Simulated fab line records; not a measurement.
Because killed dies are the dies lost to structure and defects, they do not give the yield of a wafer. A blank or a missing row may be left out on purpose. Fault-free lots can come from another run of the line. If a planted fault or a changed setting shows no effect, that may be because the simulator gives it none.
Problem report, 8D (eight disciplines) form, completed by code	flow n5-finfet	the parts of the form that need people (team, actions taken, sign-off) are left out

1. THE ISSUE
At N5_BEOL_M12_CD_MEAS_28, cd-nm averages 171.0 nm over 4 wafers from 2 lots, while fault-free wafers read 160.7 nm, standard deviation 1.3. Measured from the usual mean, that is +7.9 standard deviations.
The step: target cd 160.2 nm.
The first sign was on wafer L799.2 at day 13 07:43, on cd-sem-03. Wafers with a number at this step in the record: 21, from 7 lots. Rule for "out" (also "out of limits"): further than 4 standard deviations from the usual mean. Any other wafer with a number is counted as sound.

2. WHAT THIS IS AND IS NOT
question	is	is not
which readings at this step	cd-nm	-
which lots	L799, L801	L788, L789, L805, L808, L810
which wafers of those lots	L799.2, L799.4, L801.2, L801.3	L799.5, L801.1
read on which gauges	cd-sem-01, cd-sem-03	cd-sem-02
when	from day 13 07:43	up to then (7 sound wafers); but 10 sound wafers of L801, L805, L808, L810 came after

3. SUSPECTS, AND WHAT RULES EACH OUT
Counting: any tool at a process step up to the reading remains a suspect provided it ran every lot that is out. Sound lots after the first of them don't rule it out here, since some wafers of a struck lot are sound.
- the gauge at N5_BEOL_M12_CD_MEAS_28 is ruled out. The wafers that are out were read on 2 gauges (cd-sem-01, cd-sem-03).
- krf-scanner-02 at N5_BEOL_M12_EXPOSE_25 (exposes mask M12): kept. It ran every lot that is out, first L799 (day 13 07:33); its last sound lot up to then is L789 (day 10 16:05).
Remaining after the count: krf-scanner-02 at N5_BEOL_M12_EXPOSE_25.

4. THE CAUSE (what the simulator had put in)
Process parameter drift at N5_BEOL_M12_EXPOSE_25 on krf-scanner-02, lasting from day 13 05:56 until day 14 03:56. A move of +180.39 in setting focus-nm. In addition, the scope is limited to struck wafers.
Counting left only this tool.

5. THE CHAIN OF EFFECTS, in route order
Rows list readings where the struck wafers' mean (over those with a number) sits beyond 3 standard deviations from the usual. Only readings whose record carries a usual standard deviation are examined. hours: median over the lots of the time between each lot's start at the first step of this table that gives one and its start at this step. sigmas: the change, counted in usual standard deviations.
hours	step	reading	usual	on struck wafers	change	sigmas
0	N5_BEOL_M12_CD_MEAS_28	cd-nm	160.7 nm	171.0	+10.3	+7.9
30	N5_BEOL_M15_RC_MEAS_101	SERP_M12	0.635 ohm/um	0.571	-0.064	-4.9
30	N5_BEOL_M15_RC_MEAS_101	SERP_M12_max_site	0.647 ohm/um	0.581	-0.066	-4.7
At these later measuring or inspecting steps, every struck wafer for which the step has a row has a number for every such reading, and none has moved that far: N5_BEOL_M12_OCD_MEAS_35.

6. HOW IT WOULD HAVE BEEN CAUGHT EARLIER
In this record the first reading out of limits at a measuring or inspecting step was taken at day 13 07:43, 2 hours after the fault began at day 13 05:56.
Of the tool readings at N5_BEOL_M12_EXPOSE_25 for which the record gives a usual standard deviation, none was out on any struck wafer, so an alarm limit of 4 standard deviations on them would not have fired.
L801, from the lots that are out (2), started N5_BEOL_M12_EXPOSE_25 on krf-scanner-02 later than day 13 07:43. A tool hold placed at that time would have kept it from harm.
